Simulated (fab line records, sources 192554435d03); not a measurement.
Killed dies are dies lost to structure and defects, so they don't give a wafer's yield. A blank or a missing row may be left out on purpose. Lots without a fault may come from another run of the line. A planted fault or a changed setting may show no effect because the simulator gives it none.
Split-lot experiment | flow n5_finfet | 7 lots, 21 wafers read, on a route of 1938 steps

THE SPLIT
At N5_SD_EPI_P_EPI_21 (deposits SiGe:B, time 355 s), the setting epi_growth_time_s was moved away from the recipe's 355 s on 6 of the 21 wafers read, by -5.3% to +8.2%. The other wafers ran this setting at the recipe's value.

FROM THE SPLIT TO THE READING: what the file shows between them, 7 steps
- N5_SD_EPI_P_HM_STRIP_48: strips SiNx in H3PO4, material SiNx, target depth 3 nm
- N5_SD_EPI_P_SRD_49: time 30 s
- N5_SD_EPI_P_PRECLEAN_24: cleans in O3/DIW, time 45 s
- N5_SD_EPI_P_PRECLEAN_32: cleans in dHF, time 10 s
- N5_SD_EPI_P_PRECLEAN_33: cleans in SC2, time 45 s
- N5_SD_ACTIVATION_RTA_00: time 0 s
- N5_SD_ACTIVATION_LSA_01: time 0.0008 s

THE READING
RS_SD_P, in ohm/sq, at N5_SD_ACTIVATION_RS_MEAS_03 (measures by four-point-probe). Fault-free wafers of this fab line usually give 56.1 ohm/sq, standard deviation 0.85 ohm/sq.

wafer  | tool, chamber at the split | epi_growth_time_s as run, s | against the recipe | RS_SD_P, ohm/sq | against lot-mates on the recipe
L074.1 | epi_rpcvd-02, 0            | 372.8                       | +5.0%              | 54.3            | -2.5
L074.3 | epi_rpcvd-02, 0            | 355                         | recipe             | 56.8            | -
L074.5 | epi_rpcvd-02, 0            | 372.8                       | +5.0%              | 55.4            | -1.4
L078.2 | epi_rpcvd-04, 0            | 355                         | recipe             | 57.2            | -
L078.3 | epi_rpcvd-04, 0            | 355                         | recipe             | 56.0            | -
L078.6 | epi_rpcvd-04, 0            | 355                         | recipe             | 55.9            | -
L086.2 | epi_rpcvd-02, 0            | 355                         | recipe             | 56.8            | -
L086.4 | epi_rpcvd-02, 0            | 355                         | recipe             | 56.6            | -
L086.6 | epi_rpcvd-02, 0            | 355                         | recipe             | 56.2            | -
L088.3 | epi_rpcvd-04, 0            | 355                         | recipe             | 56.2            | -
L088.5 | epi_rpcvd-04, 0            | 355                         | recipe             | 56.6            | -
L088.6 | epi_rpcvd-04, 0            | 355                         | recipe             | 56.5            | -
L090.2 | epi_rpcvd-03, 0            | 355                         | recipe             | 55.7            | -
L090.4 | epi_rpcvd-03, 0            | 355                         | recipe             | 55.7            | -
L090.6 | epi_rpcvd-03, 0            | 355                         | recipe             | 55.2            | -
L091.2 | epi_rpcvd-04, 0            | 336.3                       | -5.3%              | 58.2            | +2.2
L091.4 | epi_rpcvd-04, 0            | 336.3                       | -5.3%              | 57.7            | +1.7
L091.6 | epi_rpcvd-04, 0            | 355                         | recipe             | 56.0            | -
L095.1 | epi_rpcvd-02, 0            | 384                         | +8.2%              | 53.0            | -3.5
L095.3 | epi_rpcvd-02, 0            | 355                         | recipe             | 56.5            | -
L095.5 | epi_rpcvd-02, 0            | 384                         | +8.2%              | 53.0            | -3.5

THE FIT
A straight line over all 21 wafers: RS_SD_P changes by -0.355 ohm/sq for each +1% of epi_growth_time_s; r = -0.92; the points scatter about the line by 0.52 ohm/sq.
The same after taking each lot's own level away (the mean of its wafers on the recipe; 21 wafers): -0.405 ohm/sq for each +1%; r = -0.97; scatter 0.35 ohm/sq.
On that fit, the largest move of epi_growth_time_s shifts the reading by 3.3 ohm/sq.
The lots' own levels span 55.53 to 56.80 ohm/sq, that is 1.5 times the standard deviation above.
So the lot-to-lot level changes the slope: the two fits differ.
Check: with one of the wafers moved furthest among these (+8.2%) left out of the fit, the line predicts -3.27 ohm/sq for it against its lot-mates. It came out at -3.5 ohm/sq against them.

THE WHOLE CHAIN: every reading that the file lists as answering this split, in the file's order
step                        | what it does                                           | reading                                                                           | change (the file's fit)               | r (the file's)
N5_SD_EPI_P_EPI_21          | deposits SiGe:B, time 355 s                            | SiGe-B_of_SD_EPI_P_EPI_21.thk_nm (the simulator's own value, which no gauge read) | +0.445 nm for each +1% of the setting | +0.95
N5_SD_EPI_P_HM_STRIP_48     | strips SiNx in H3PO4, material SiNx, target depth 3 nm | SiGe-B_of_SD_EPI_P_EPI_21.thk_nm (the simulator's own value, which no gauge read) | +0.431 nm for each +1% of the setting | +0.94
N5_SD_EPI_P_PRECLEAN_24     | cleans in O3/DIW, time 45 s                            | SiGe-B_of_SD_EPI_P_EPI_21.thk_nm (the simulator's own value, which no gauge read) | +0.425 nm for each +1% of the setting | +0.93
N5_SD_ACTIVATION_RS_MEAS_03 | measures by four-point-probe                           | RS_SD_P                                                                           | -0.407 for each +1% of the setting    | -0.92

THE FILE'S OWN FIT
RS_SD_P changes by -0.407 ohm/sq for each +1% of epi_growth_time_s, r = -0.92.
